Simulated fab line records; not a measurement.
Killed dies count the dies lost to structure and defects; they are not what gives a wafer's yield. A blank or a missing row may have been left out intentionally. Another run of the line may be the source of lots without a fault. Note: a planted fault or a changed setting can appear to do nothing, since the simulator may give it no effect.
Matching of chambers    flow nand_harc    NHARC_A_DECK1_JOINT_CMP_13 on cmp-02: 4 sister chambers
The step polishes, target thk 51.023 nm. 4 wafers are shown with their chamber, then 7 later ones without.

## EACH WAFER AND ITS CHAMBER
wafer   chamber  motor_current_A (A)
L087.1  1        14.2
L087.3  2        11.2
L090.1  3        12.9
L090.2  0        12.8

## WAFERS MISSING THEIR CHAMBER
wafer   motor_current_A (A)
L090.5  13.2
L097.1  11.0
L097.2  13.9
L097.3  11.4
L097.4  12.7
L097.5  10.7
L097.6  13.3

## CHAMBER TAKEN BY EACH
wafer    from the rows above            in truth
L090.5   can't be placed: 3 or 0        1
L097.1   2                              2
L097.2   1                              1
L097.3   2                              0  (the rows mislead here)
L097.4   can't be placed: 0 or 3        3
L097.5   2                              2
L097.6   can't be placed: 3 or 0 or 1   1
3 of 7 placed correctly. Can't be placed from these rows: 3 (the true chamber is among the candidates in 2). Wrongly placed: 1.
How it was worked out, from the rows above alone: a wafer's distance from a chamber is the root of the sum, over the readings, of the square of ((its reading less the chamber's mean) divided by the reading's scatter). If the next closest chamber is less than 2 further off than the closest, the wafer can't be placed; otherwise it belongs to the closest. For every chamber, the mean is computed from those of its wafers that are shown. The scatter (one wafer shown for each chamber): square how far every hidden wafer sits from the nearest shown wafer, average those squares and take the square root.
